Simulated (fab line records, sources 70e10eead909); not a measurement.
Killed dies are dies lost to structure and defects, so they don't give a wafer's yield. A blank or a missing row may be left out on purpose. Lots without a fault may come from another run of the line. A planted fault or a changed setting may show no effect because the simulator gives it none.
Which tool did it? | flow nand_harc | 6 lots, 18 wafers sampled, at 5 steps of a route of 1159

WHAT THE GAUGES READ, wafer by wafer
NHARC_END_SORT_01.
lot  | measured     | on        | sort_bin_2_pct (%)
L942 | day 21 12:38 | prober-01 | 2.7 2.4 1.8
L952 | day 24 22:54 | prober-01 | 1.9 1.3 2.5

WHICH TOOL RAN EACH LOT (tool, then ch and the chambers of the sampled wafers, then the start)
lot  | NHARC_THIN_TSV_CMP_21         | NHARC_THIN_TSV_PVD_24        | NHARC_THIN_TSV_DESCUM_35           | NHARC_THIN_TSV_STRIP_56
L942 | cmp-02 ch 0,1,3, day 20 09:54 | pvd_sputter-02, day 20 10:41 | rie_diel-02 ch 0,2,3, day 20 11:43 | plasma_asher-02 ch 0,1, day 20 12:13
L946 | cmp-04 ch 2,3, day 21 10:49   | pvd_sputter-01, day 21 11:44 | rie_diel-05 ch 0,1,2, day 21 12:29 | plasma_asher-02 ch 0,1, day 21 13:02
L949 | cmp-02 ch 0,2,3, day 23 20:03 | pvd_sputter-02, day 23 20:48 | rie_diel-02 ch 1,2,3, day 23 21:50 | plasma_asher-01 ch 0,1, day 23 22:18
L952 | cmp-04 ch 0,2,3, day 24 02:51 | pvd_sputter-03, day 24 03:35 | rie_diel-02 ch 0,3, day 24 04:32   | plasma_asher-02 ch 0,1, day 24 05:13
L961 | cmp-03 ch 2,3, day 26 00:41   | pvd_sputter-02, day 26 01:28 | rie_diel-02 ch 0,3, day 26 02:26   | plasma_asher-02 ch 0,1, day 26 02:58
L963 | cmp-03 ch 0,3, day 26 04:37   | pvd_sputter-01, day 26 05:32 | rie_diel-06 ch 0,1, day 26 06:24   | plasma_asher-02 ch 0,1, day 26 07:01
- NHARC_THIN_TSV_CMP_21: polishes, t overpolish 30 s, target thk 2000 nm.
- NHARC_THIN_TSV_PVD_24: deposits Al, target thk 800 nm.
- NHARC_THIN_TSV_DESCUM_35: chemistry O2, time 3 s.
- NHARC_THIN_TSV_STRIP_56: strips in O2.

THE ANSWER, worked out from the rows above alone
Rule: what is usual is taken from the lots themselves. Put in order of their means at a reading, lots are off if they are a third of the lots or fewer, leave a main group of 4 or more, and stand apart from it by a gap of 3 or more times the standard deviation of the main group's means; of several such gaps the widest counts. A main group whose means are all the same, to the digits that the tables above print for the reading, isn't used. A lot without any number at a reading at which 4 lots or more have one is off too. The other lots that the step has rows for count as sound.
No lot is off at any reading shown: from this, nothing can be told.

WHAT THE SIMULATOR HAD PUT IN
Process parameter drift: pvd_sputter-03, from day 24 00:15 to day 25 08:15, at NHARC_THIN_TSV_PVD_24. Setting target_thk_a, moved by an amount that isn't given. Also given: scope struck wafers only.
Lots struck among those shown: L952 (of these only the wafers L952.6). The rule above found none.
